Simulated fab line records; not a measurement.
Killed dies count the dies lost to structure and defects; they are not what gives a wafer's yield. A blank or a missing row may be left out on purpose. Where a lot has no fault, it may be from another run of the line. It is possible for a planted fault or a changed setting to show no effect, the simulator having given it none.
fab line records ; flow nandHarc
[record] lots = 6; wafers = 18; lastDay = 32
route steps=1302 shown P_CONTACT@218
lots with no fault: from the same line, run without faults
startH: hours from the record's first day to the start of the lot's first wafer shown ; waitH: hours since the lot's step before ; " unchanged from the row above ; L1.1+2: one row covering several wafers at once ; - no value, or no start given ; * or withheld: withheld ; < > ~ a bound
route shown NAME@n: NAME is a module with steps in the file, n the number in the route of the first one ; usual: mean and standard deviation over wafers with no fault ; same: alike in all rows ; chamber/n: place in a boat ; sites: the reading at each site ; _std_site: the values' standard deviation ; _edge_site: outer sites' mean less inner sites' ; radiusMm: for every site, how far away it sits from the centre of the wafer ; mask NAME#n: copy n ; behind: tool/chamber where the wafer was last shaped ; hold: why the lot went on hold/how many hours it stayed there/how the hold came to an end ; device: transistor that didn't switch, given as n, p or np ; end of line: the same wafers' tests at the end of the route ; a step with no rows: only its recipe ; killed: at the first sort, the dies lost to defects and structure; wafer yield is something else ; map: a wafer's dies, x killed, . not, _ none there
set.NAME: the setting that was run; set.NAME@STEP: the one run at that earlier step ; model.NAME: the simulator's own value behind a step, which no gauge read
lots at some steps of the route; a table a step, a row a wafer
services: when a tool's chamber went out of use (startH, in hours from the record's first day, below 0 if earlier), for how many hours, and the reason
[[steps]]
[step NHARC_P_CONTACT_DEP_00]
[recipe] targetThkA = 5000; tempC = 400; pressureTorr = 6.5; rfW = 900; teosFlowSccm = 161.4; flowSccm = 2650; targetThkNm = 500; gas = O2; material = SiO2
[usual] heaterPowerW = 513/63; throttleValvePct = 16.1/0.43
lot.wafer;tool;chamber;startH;waitH;heaterPowerW;throttleValvePct
L811.3;pecvd-02;0;-;-;434;16.5
L811.2;pecvd-02;1;-;-;471;15.6
L811.4;pecvd-02;0;-;-;458;16.5
L815.3;pecvd-02;0;-;-;462;16.5
L815.2;pecvd-02;1;-;-;465;16.0
L815.1;pecvd-02;2;-;-;603;16.5
L816.3;pecvd-02;0;-;-;497;16.6
L816.1;pecvd-02;1;-;-;470;15.8
L816.6;pecvd-02;0;-;-;498;16.4
L827.3;pecvd-02;1;-;-;459;15.3
L827.5;pecvd-02;0;-;-;475;16.5
L827.6;pecvd-02;1;-;-;483;15.3
L828.1;pecvd-03;1;-;-;511;15.3
L828.3;pecvd-03;0;-;-;580;15.9
L828.4;pecvd-03;1;-;-;390;15.2
L829.1;pecvd-01;0;-;-;673;15.9
L829.2;pecvd-01;1;-;-;479;16.7
L829.4;pecvd-01;2;-;-;577;16.2
[step NHARC_P_CONTACT_CMP_01]
[recipe] targetThkNm = 200; material = SiO2
[usual] motorCurrentA = 12.1/0.8
lot.wafer;tool;chamber;startH;waitH;motorCurrentA
L811.3;cmp-01;2;152.24;-;11.4
L811.2;cmp-01;3;152.24;-;11.5
L811.4;cmp-01;0;152.24;-;12.5
L815.3;cmp-03;3;187.82;-;11.6
L815.2;cmp-03;1;187.82;-;10.8
L815.1;cmp-03;2;187.82;-;13.8
L816.3;cmp-02;3;204.35;-;13.3
L816.1;cmp-02;1;204.35;-;12.1
L816.6;cmp-02;3;204.35;-;13.5
L827.3;cmp-02;2;303.25;-;11.8
L827.5;cmp-02;0;303.25;-;13.9
L827.6;cmp-02;1;303.25;-;12.6
L828.3;cmp-02;2;318.57;-;11.3
L828.4;cmp-02;3;318.57;-;13.5
L828.1;cmp-02;0;318.57;-;12.7
L829.2;cmp-01;0;331.75;-;12.1
L829.1;cmp-01;2;331.75;-;12.0
L829.4;cmp-01;3;331.75;-;11.8
[step NHARC_P_CONTACT_SRD_03]
[step NHARC_P_CONTACT_DEHYDRATE_04]
[recipe] tempC = 150; timeS = 120
[step NHARC_P_CONTACT_HMDS_05]
[recipe] timeS = 30
[step NHARC_P_CONTACT_COAT_33]
[recipe] tempC = 260; timeS = 75
[step NHARC_P_CONTACT_COAT_34]
[recipe] tempC = 225; timeS = 65
[step NHARC_P_CONTACT_COAT_06]
[recipe] spinRpm = 1500; resistThkNm = 90
[step NHARC_P_CONTACT_SOFTBAKE_07]
[recipe] tempC = 105; timeS = 55
[step NHARC_P_CONTACT_EBR_08]
[step NHARC_P_CONTACT_EXPOSE_09]
[recipe] na = 1.35; targetCdNm = 90; doseMj = 81.26; maskId = P_CA
[step NHARC_P_CONTACT_PEB_10]
[recipe] pebTempC = 100; pebTimeS = 65
[usual] exhaustPa = 44.9/0.86
lot.wafer;tool;chamber;startH;waitH;exhaustPa
L811.2;lithoTrack-06;0;152.99;0.1;44.2
L811.3;lithoTrack-06;0;152.99;0.1;43.5
L811.4;lithoTrack-06;0;152.99;0.1;44.0
L815.1;lithoTrack-06;0;188.57;0.1;44.3
L815.2;lithoTrack-06;0;188.57;0.1;43.3
L815.3;lithoTrack-06;0;188.57;0.1;45.7
L816.1;lithoTrack-06;0;205.10;0.1;45.0
L816.3;lithoTrack-06;0;205.10;0.1;44.5
L816.6;lithoTrack-06;0;205.10;0.1;45.4
L827.3;lithoTrack-01;0;303.82;0.0;46.3
L827.5;lithoTrack-01;0;303.82;0.0;46.5
L827.6;lithoTrack-01;0;303.82;0.0;46.3
L828.1;lithoTrack-04;0;319.29;0.1;44.0
L828.3;lithoTrack-04;0;319.29;0.1;44.4
L828.4;lithoTrack-04;0;319.29;0.1;43.3
L829.1;lithoTrack-04;0;332.39;0.1;45.3
L829.2;lithoTrack-04;0;332.39;0.1;45.8
L829.4;lithoTrack-04;0;332.39;0.1;44.7
[step NHARC_P_CONTACT_DEVELOP_11]
[recipe] developTimeS = 35; devTempC = 23
[step NHARC_P_CONTACT_CD_MEAS_12]
[recipe] targetCdNm = 90; landingEnergyEv = 500
[usual] cdNm = 89.6/0.51
lot.wafer;tool;chamber;startH;waitH;cdNm
L811.2;cdSem-01;0;153.07;-;89.4
L811.3;cdSem-01;0;153.07;-;90.2
L811.4;cdSem-01;0;153.07;-;89.6
L815.1;cdSem-01;0;188.65;-;89.1
L815.2;cdSem-01;0;188.65;-;93.4
L815.3;cdSem-01;0;188.65;-;88.9
L816.1;cdSem-02;0;205.18;-;89.2
L816.3;cdSem-02;0;205.18;-;89.5
L816.6;cdSem-02;0;205.18;-;93.7
L827.3;cdSem-01;0;303.91;-;90.7
L827.5;cdSem-01;0;303.91;-;89.7
L827.6;cdSem-01;0;303.91;-;90.7
L828.1;cdSem-03;0;319.37;-;90.2
L828.3;cdSem-03;0;319.37;-;89.4
L828.4;cdSem-03;0;319.37;-;89.3
L829.1;cdSem-02;0;332.47;-;89.7
L829.2;cdSem-02;0;332.47;-;89.6
L829.4;cdSem-02;0;332.47;-;89.9
[step NHARC_P_CONTACT_OVL_MEAS_13]
[usual] overlayXNm = 0.2/0.66; overlayYNm = 0.1/0.87
lot.wafer;tool;chamber;startH;waitH;overlayXNm;overlayYNm
L811.2;overlay-02;-;153.16;-;-1.2;-0.5
L811.3;overlay-02;-;153.16;-;-0.7;-0.2
L811.4;overlay-02;-;153.16;-;-1.0;-0.1
L815.1;overlay-01;-;188.74;-;0.8;1.3
L815.2;overlay-01;-;188.74;-;0.5;1.1
L815.3;overlay-01;-;188.74;-;0.3;1.6
L816.1;overlay-01;-;205.26;-;0.1;-1.1
L816.3;overlay-01;-;205.26;-;0.3;-0.7
L816.6;overlay-01;-;205.26;-;-0.1;-0.8
L827.3;overlay-01;-;303.99;-;-0.2;-0.2
L827.5;overlay-01;-;303.99;-;-0.4;-0.5
L827.6;overlay-01;-;303.99;-;-0.1;-0.4
L828.1;overlay-02;-;319.46;-;0.5;0.5
L828.3;overlay-02;-;319.46;-;0.2;-0.6
L828.4;overlay-02;-;319.46;-;0.3;0.2
L829.1;overlay-01;-;332.56;-;1.1;-0.7
L829.2;overlay-01;-;332.56;-;1.5;-0.7
L829.4;overlay-01;-;332.56;-;1.3;-1.3
[step NHARC_P_CONTACT_INSPECT_14]
[usual] rawDefectCount = 4.0/2.5
lot.wafer;tool;chamber;startH;waitH;rawDefectCount
L811.2;defectInspect-02;-;153.20;0.0;4
L811.3;defectInspect-02;-;153.20;0.0;1
L811.4;defectInspect-02;-;153.20;0.0;3
L815.1;defectInspect-01;-;188.78;0.0;2
L815.2;defectInspect-01;-;188.78;0.0;2
L815.3;defectInspect-01;-;188.78;0.0;4
L816.1;defectInspect-01;-;205.30;0.0;4
L816.3;defectInspect-01;-;205.30;0.0;9
L816.6;defectInspect-01;-;205.30;0.0;4
L827.3;defectInspect-02;-;304.03;0.0;0
L827.5;defectInspect-02;-;304.03;0.0;1
L827.6;defectInspect-02;-;304.03;0.0;1
L828.1;defectInspect-01;-;319.50;0.0;3
L828.3;defectInspect-01;-;319.50;0.0;3
L828.4;defectInspect-01;-;319.50;0.0;1
L829.1;defectInspect-01;-;332.60;0.0;2
L829.2;defectInspect-01;-;332.60;0.0;2
L829.4;defectInspect-01;-;332.60;0.0;1
[step NHARC_P_CONTACT_DESCUM_17]
[recipe] timeS = 3; o2FlowSccm = 200; arFlowSccm = 0; biasPowerW = 0; chemistry = O2
[usual] chamberPressureMTorr = 60.00/0.057; drypumpMotorCurrentA = 6.0/0.49; oesProductAu = 1.002/0.01; rfVppV = 57.8/0.89; showerheadPlenumPTorr = 1.92/0.072; throttleValvePct = 11.312/0.0089
lot.wafer;tool;chamber;startH;waitH;chamberPressureMTorr;drypumpMotorCurrentA;oesProductAu;rfHoursCounterH;rfVppV;showerheadPlenumPTorr;throttleValvePct;model.P_CONTACT.cdNm
L811.4;rieDiel-05;0;153.26;0.1;60.00;6.1;0.975;1.5;59.0;1.99;11.313;89.32
L811.3;rieDiel-05;1;153.26;0.1;59.98;6.4;0.999;2.1;55.9;1.85;11.325;88.86
L811.2;rieDiel-05;3;153.26;0.1;60.03;4.8;0.996;2.1;56.6;1.92;11.310;89.18
L815.1;rieDiel-02;3;188.84;0.1;59.91;5.6;1.007;3.6;56.8;1.98;11.312;89.39
L815.3;rieDiel-02;0;188.84;0.1;59.91;6.4;1.006;3.5;57.6;1.84;11.307;88.52
L815.2;rieDiel-02;2;188.84;0.1;60.05;6.4;1.000;3.4;56.5;1.89;11.296;93.82
L816.3;rieDiel-02;1;205.36;0.1;60.03;6.2;1.012;4.2;58.4;2.05;11.305;89.83
L816.1;rieDiel-02;2;205.36;0.1;59.98;6.4;0.982;4.1;57.6;1.89;11.311;89.49
L816.6;rieDiel-02;1;205.36;0.1;60.02;6.2;1.007;-;60.9;2.05;11.316;93.74
L827.3;rieDiel-05;1;304.11;0.1;60.10;6.4;0.997;1.5;58.0;1.85;11.309;90.72
L827.6;rieDiel-05;3;304.11;0.1;60.00;4.8;1.016;-;58.7;1.92;11.324;91.07
L827.5;rieDiel-05;1;304.11;0.1;59.97;6.4;0.991;-;57.6;1.85;11.315;90
L828.3;rieDiel-05;3;319.58;0.1;59.86;4.8;1.022;2.3;58.4;1.92;11.298;90.16
L828.1;rieDiel-05;0;319.58;0.1;59.99;6.1;1.024;1.8;59.0;1.99;11.327;90.59
L828.4;rieDiel-05;1;319.58;0.1;59.94;6.4;0.996;2.2;56.9;1.85;11.313;88.86
L829.4;rieDiel-02;2;332.66;0.1;60.07;6.4;0.994;2.2;57.8;1.89;11.299;89.74
L829.1;rieDiel-02;3;332.66;0.1;60.04;5.6;1.000;2.2;58.8;1.98;11.300;88.91
L829.2;rieDiel-02;1;332.66;0.1;59.89;6.2;1.024;1.6;58.5;2.04;11.322;89.94
[step NHARC_P_CONTACT_ETCH_35]
[recipe] targetDepthA = 390; overEtchFrac = 0.3; timeS = 65; ionEnergyEv = 80; cf4FlowSccm = 150; arFlowSccm = 0; rfW = 300; biasW = 100; chemistry = CF4
[usual] chamberPressureMTorr = 49.99/0.045; drypumpMotorCurrentA = 6.0/0.5; oesProductAu = 1.001/0.0095; rfVppV = 151.3/1; showerheadPlenumPTorr = 1.77/0.063; throttleValvePct = 13.284/0.0082
lot.wafer;tool;chamber;startH;waitH;chamberPressureMTorr;drypumpMotorCurrentA;oesProductAu;rfHoursCounterH;rfVppV;showerheadPlenumPTorr;throttleValvePct
L811.4;rieDiel-05;1;153.34;0.1;49.96;6.4;1.004;2.1;152.6;1.72;13.277
L811.3;rieDiel-05;3;153.34;0.1;50.00;4.8;1.001;2.1;151.8;1.77;13.293
L811.2;rieDiel-05;0;153.34;0.1;50.00;6.1;0.977;1.5;151.5;1.83;13.286
L815.2;rieDiel-02;0;188.92;0.1;49.92;6.4;1.009;3.5;151.4;1.71;13.293
L815.3;rieDiel-02;2;188.92;0.1;49.98;6.4;0.986;3.4;150.8;1.75;13.290
L815.1;rieDiel-02;3;188.92;0.1;49.94;5.6;1.007;3.6;150.4;1.82;13.282
L816.3;rieDiel-02;1;205.45;0.1;50.01;6.2;1.008;4.2;152.1;1.88;13.272
L816.1;rieDiel-02;0;205.45;0.1;49.96;6.4;1.004;4.0;150.3;1.71;13.280
L816.6;rieDiel-02;1;205.45;0.1;50.00;6.2;1.006;-;151.5;1.88;13.274
L827.3;rieDiel-05;1;304.19;0.1;49.98;6.4;0.992;1.5;150.1;1.72;13.287
L827.5;rieDiel-05;1;304.19;0.1;50.04;6.4;0.998;-;149.9;1.72;13.279
L827.6;rieDiel-05;3;304.19;0.1;50.01;4.8;0.995;-;150.0;1.77;13.281
L828.4;rieDiel-05;3;319.66;0.1;49.95;4.8;1.010;2.3;152.0;1.77;13.276
L828.3;rieDiel-05;0;319.66;0.1;50.08;6.1;1.021;1.8;151.0;1.83;13.298
L828.1;rieDiel-05;2;319.66;0.1;50.00;5.6;0.995;2.0;151.8;1.82;13.265
L829.4;rieDiel-02;2;332.75;0.1;49.97;6.4;0.988;2.2;150.9;1.75;13.299
L829.2;rieDiel-02;3;332.75;0.1;50.01;5.6;1.001;2.2;151.4;1.82;13.292
L829.1;rieDiel-02;0;332.75;0.1;49.99;6.4;0.996;2.2;151.3;1.71;13.287
[step NHARC_P_CONTACT_ETCH_36]
[recipe] targetDepthA = 2600; overEtchFrac = 0.25; timeS = 406.25; ionEnergyEv = 200; n2FlowSccm = 150; h2FlowSccm = 150; arFlowSccm = 0; rfW = 400; biasW = 150; chemistry = N2/H2
[usual] chamberPressureMTorr = 29.999/0.025; drypumpMotorCurrentA = 6.0/0.49; n2FlowSccm = 150.0/0.46; oesProductAu = 1.003/0.0085; rfVppV = 430.8/2.3; showerheadPlenumPTorr = 2.05/0.08; throttleValvePct = 14.170/0.009
lot.wafer;tool;chamber;startH;waitH;chamberPressureMTorr;drypumpMotorCurrentA;n2FlowSccm;oesProductAu;rfHoursCounterH;rfVppV;showerheadPlenumPTorr;throttleValvePct
L811.2;rieDiel-05;3;-;-;30.004;4.8;149.5;0.999;2.2;430.8;2.04;14.188
L811.3;rieDiel-05;1;-;-;30.027;6.4;150.2;0.994;2.2;429.3;1.97;14.173
L811.4;rieDiel-05;2;-;-;30.011;5.6;150.3;1.003;2.3;430.4;2.10;14.164
L815.3;rieDiel-02;2;-;-;29.986;6.4;150.5;0.997;3.5;430.0;2.02;14.161
L815.1;rieDiel-02;0;-;-;29.999;6.4;150.2;1.001;3.6;427.6;1.96;14.168
L815.2;rieDiel-02;1;-;-;30.005;6.2;149.9;1.014;3.7;435.1;2.18;14.159
L816.3;rieDiel-02;3;-;-;29.989;5.6;150.0;1.017;4.2;433.1;2.11;14.177
L816.1;rieDiel-02;0;-;-;29.968;6.4;149.9;1.000;4.1;428.9;1.96;14.159
L816.6;rieDiel-02;3;-;-;29.955;5.6;150.2;1.010;-;431.8;2.11;14.156
L827.3;rieDiel-05;3;-;-;30.001;4.8;149.9;1.006;1.7;430.6;2.04;14.178
L827.5;rieDiel-05;2;-;-;29.991;5.6;149.6;0.996;-;432.2;2.10;14.169
L827.6;rieDiel-05;1;-;-;30.006;6.4;149.9;0.995;-;428.5;1.97;14.169
L828.3;rieDiel-05;1;-;-;29.977;6.4;149.9;0.998;2.3;428.6;1.97;14.172
L828.4;rieDiel-05;2;-;-;30.025;5.6;150.3;0.997;2.1;433.5;2.10;14.172
L828.1;rieDiel-05;3;-;-;30.045;4.8;149.4;1.014;2.4;430.9;2.04;14.185
L829.2;rieDiel-02;0;-;-;29.999;6.4;150.4;1.006;2.2;430.5;1.96;14.173
L829.1;rieDiel-02;2;-;-;30.027;6.4;149.2;0.996;2.3;430.4;2.02;14.176
L829.4;rieDiel-02;3;-;-;29.994;5.6;149.9;1.001;2.3;432.6;2.11;14.182
[step NHARC_P_CONTACT_ETCH_18]
[recipe] targetDepthA = 4810; timeS = 240.5; c4f8FlowSccm = 20; o2FlowSccm = 10; arFlowSccm = withheld; rfW = 600; biasW = 1500; chemistry = C4F8/O2/Ar
[usual] chamberPressureMTorr = 24.999/0.024; oesProductAu = 0.962/0.02; rfVppV = 979/4.7
lot.wafer;tool;chamber;startH;waitH;chamberPressureMTorr;oesProductAu;rfHoursCounterH;rfVppV
L811.4;rieDiel-05;1;-;-;24.982;0.967;2.3;974
L811.2;rieDiel-05;3;-;-;25.014;0.975;2.4;978
L811.3;rieDiel-05;0;-;-;24.983;0.943;1.8;981
L815.3;rieDiel-02;1;-;-;24.974;0.986;3.7;987
L815.1;rieDiel-02;2;-;-;25.032;0.966;3.7;979
L815.2;rieDiel-02;0;-;-;24.985;0.956;3.7;973
L816.1;rieDiel-02;0;-;-;24.956;0.967;4.3;974
L816.3;rieDiel-02;2;-;-;25.010;0.946;4.3;977
L816.6;rieDiel-02;0;-;-;25.015;0.979;-;974
L827.3;rieDiel-05;3;-;-;24.955;0.973;1.9;978
L827.5;rieDiel-05;3;-;-;25.016;0.975;-;979
L827.6;rieDiel-05;1;-;-;25.016;0.954;-;975
L828.4;rieDiel-05;0;-;-;24.987;0.936;2.1;982
L828.3;rieDiel-05;1;-;-;25.026;0.921;2.5;972
L828.1;rieDiel-05;2;-;-;24.966;0.923;2.2;982
L829.2;rieDiel-02;3;-;-;25.000;0.952;2.4;982
L829.1;rieDiel-02;0;-;-;25.025;0.982;2.4;972
L829.4;rieDiel-02;1;-;-;25.025;0.983;1.9;987
[step NHARC_P_CONTACT_STRIP_37]
[recipe] c4f8FlowSccm = withheld; o2FlowSccm = 8; arFlowSccm = withheld; biasW = 0; chemistry = C4F8/O2/Ar
[step NHARC_P_CONTACT_ETCH_31]
[recipe] targetDepthA = 300; timeS = 85.7; ionEnergyEv = 120; overEtchFrac = 1; ch3fFlowSccm = 50; o2FlowSccm = 30; arFlowSccm = 200; rfW = 500; biasW = 100; chemistry = CH3F/O2
[usual] chamberPressureMTorr = 25.003/0.02; drypumpMotorCurrentA = 6.0/0.48; oesProductAu = 0.981/0.014; rfVppV = 244.5/1.4; showerheadPlenumPTorr = 2.47/0.09; throttleValvePct = 20.662/0.0086
lot.wafer;tool;chamber;startH;waitH;chamberPressureMTorr;drypumpMotorCurrentA;oesProductAu;rfHoursCounterH;rfVppV;showerheadPlenumPTorr;throttleValvePct;model.P_CONTACT.cdNm
L811.4;rieDiel-05;1;-;-;24.973;6.4;0.991;2.4;243.2;2.38;20.651;89.03
L811.2;rieDiel-05;3;-;-;24.967;4.8;0.995;2.4;245.4;2.46;20.660;89.75
L811.3;rieDiel-05;0;-;-;24.965;6.1;0.962;1.8;246.4;2.55;20.652;90.02
L815.2;rieDiel-02;1;-;-;25.009;6.2;0.990;3.9;247.4;2.62;20.654;94.45
L815.1;rieDiel-02;2;-;-;25.000;6.4;0.967;3.8;243.3;2.43;20.651;89.01
L815.3;rieDiel-02;3;-;-;25.002;5.6;0.981;3.9;245.4;2.54;20.652;87.91
L816.1;rieDiel-02;3;-;-;25.011;5.6;1.004;4.6;246.0;2.54;20.648;89.76
L816.3;rieDiel-02;1;-;-;25.002;6.2;0.988;4.4;245.5;2.62;20.683;90.48
L816.6;rieDiel-02;3;-;-;25.016;5.6;0.987;-;245.1;2.54;20.658;95.53
L827.3;rieDiel-05;3;-;-;25.008;4.8;0.998;2.0;244.4;2.46;20.680;92.97
L827.5;rieDiel-05;2;-;-;25.018;5.6;0.970;-;246.5;2.53;20.662;90.57
L827.6;rieDiel-05;3;-;-;25.019;4.8;0.989;-;243.9;2.46;20.664;91.13
L828.1;rieDiel-05;0;-;-;24.983;6.1;0.977;2.2;246.2;2.55;20.670;93.08
L828.4;rieDiel-05;1;-;-;25.014;6.4;0.956;2.5;242.3;2.38;20.649;88.71
L828.3;rieDiel-05;3;-;-;24.963;4.8;0.968;2.6;243.6;2.46;20.666;89
L829.2;rieDiel-02;1;-;-;24.989;6.2;1.000;1.9;247.0;2.62;20.660;88.09
L829.4;rieDiel-02;2;-;-;25.007;6.4;0.962;2.5;246.0;2.43;20.674;89.33
L829.1;rieDiel-02;3;-;-;25.009;5.6;0.984;2.5;244.9;2.54;20.655;90.77
[step NHARC_P_CONTACT_CD_MEAS_19]
[usual] cdNm = 89.9/1.3
lot.wafer;tool;chamber;startH;waitH;cdNm
L811.2;cdSem-03;-;154.13;-;90.0
L811.3;cdSem-03;-;154.13;-;90.3
L811.4;cdSem-03;-;154.13;-;89.2
L815.1;cdSem-03;-;189.72;-;89.0
L815.2;cdSem-03;-;189.72;-;94.4
L815.3;cdSem-03;-;189.72;-;88.2
L816.1;cdSem-01;-;206.23;-;89.8
L816.3;cdSem-01;-;206.23;-;90.6
L816.6;cdSem-01;-;206.23;-;95.1
L827.3;cdSem-02;-;305.11;-;93.0
L827.5;cdSem-02;-;305.11;-;90.5
L827.6;cdSem-02;-;305.11;-;91.2
L828.1;cdSem-02;-;320.45;-;92.8
L828.3;cdSem-02;-;320.45;-;89.0
L828.4;cdSem-02;-;320.45;-;88.5
L829.1;cdSem-02;-;333.53;-;90.8
L829.2;cdSem-02;-;333.53;-;88.2
L829.4;cdSem-02;-;333.53;-;89.6
[step NHARC_P_CONTACT_STRIP_28]
[recipe] o2FlowSccm = 500; arFlowSccm = 0; biasW = 0; chemistry = O2
[[services]]
tool;chamber;startH;hours;kind
cmp-02;-;134.72;4.0;pm
rieDiel-05;2;157.55;7.6;repair
rieDiel-02;2;160.94;7.8;repair
lithoTrack-06;-;179.00;7.0;pm
cmp-01;-;185.73;4.0;pm
pecvd-02;-;192.98;1.2;repair
lithoTrack-04;-;203.00;7.0;pm
cmp-01;-;205.57;0.6;repair
rieDiel-02;-;214.88;0.4;repair
rieDiel-02;-;216.70;9.0;pm
cmp-01;-;218.58;1.5;repair
rieDiel-05;1;220.52;3.8;repair
pecvd-02;-;228.82;13.0;pm
rieDiel-05;-;229.60;9.0;pm
cmp-02;-;232.72;4.0;pm
pecvd-02;1;243.64;4.7;repair
cmp-02;-;246.39;0.3;repair
pecvd-02;0;269.16;7.5;repair
pecvd-02;2;274.25;2.3;repair
rieDiel-02;1;285.05;5.2;repair
rieDiel-05;0;295.10;22.1;repair
cmp-02;-;311.35;2.1;repair
pecvd-02;2;324.58;11.8;repair
cmp-02;-;330.72;4.0;pm
[[key]]
[firstSign] step = NHARC_P_CONTACT_CD_MEAS_12; reading = cdNm; direction = up; sigmas = 7.8; usual = 89.6; struck = 93.6
[effect] step = NHARC_P_CONTACT_CD_MEAS_19; reading = cdNm; direction = up; sigmas = 3.7; usual = 89.9; struck = 94.8
[modelEffect] step = NHARC_P_CONTACT_DESCUM_17; value = P_CONTACT.cdNm; without = 89.87; struck = 93.78
[modelEffect] step = NHARC_P_CONTACT_ETCH_31; value = P_CONTACT.cdNm; without = 91.08; struck = 94.99
metAt NHARC_P_CONTACT_PEB_10
struckWafers L815.2,L816.6
sortLeftOut L815.2,L816.6
testerLeftOut L815,L816
onsetBetween 152.99 188.57
[fault] kind = processParameterDrift; tool = lithoTrack-06; chamber = -; onsetH = 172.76; steps = NHARC_P_CONTACT_PEB_10; channel = pebTimeS; offset = *; shape = step; endH = 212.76; scope = struckWafersOnly; actsIn = *; stated = *
// testerLeftOut: of these lots the tester's yield and bins aren't shown, on N5 and GAA mostly nor the transistor test; their killed dies are dies lost to structure and defects alone, not to doping, threshold or leakage, so they don't give the yield
// sortLeftOut: the simulated sort isn't trusted on such a fault, so these wafers' sort isn't shown, and their yield isn't known
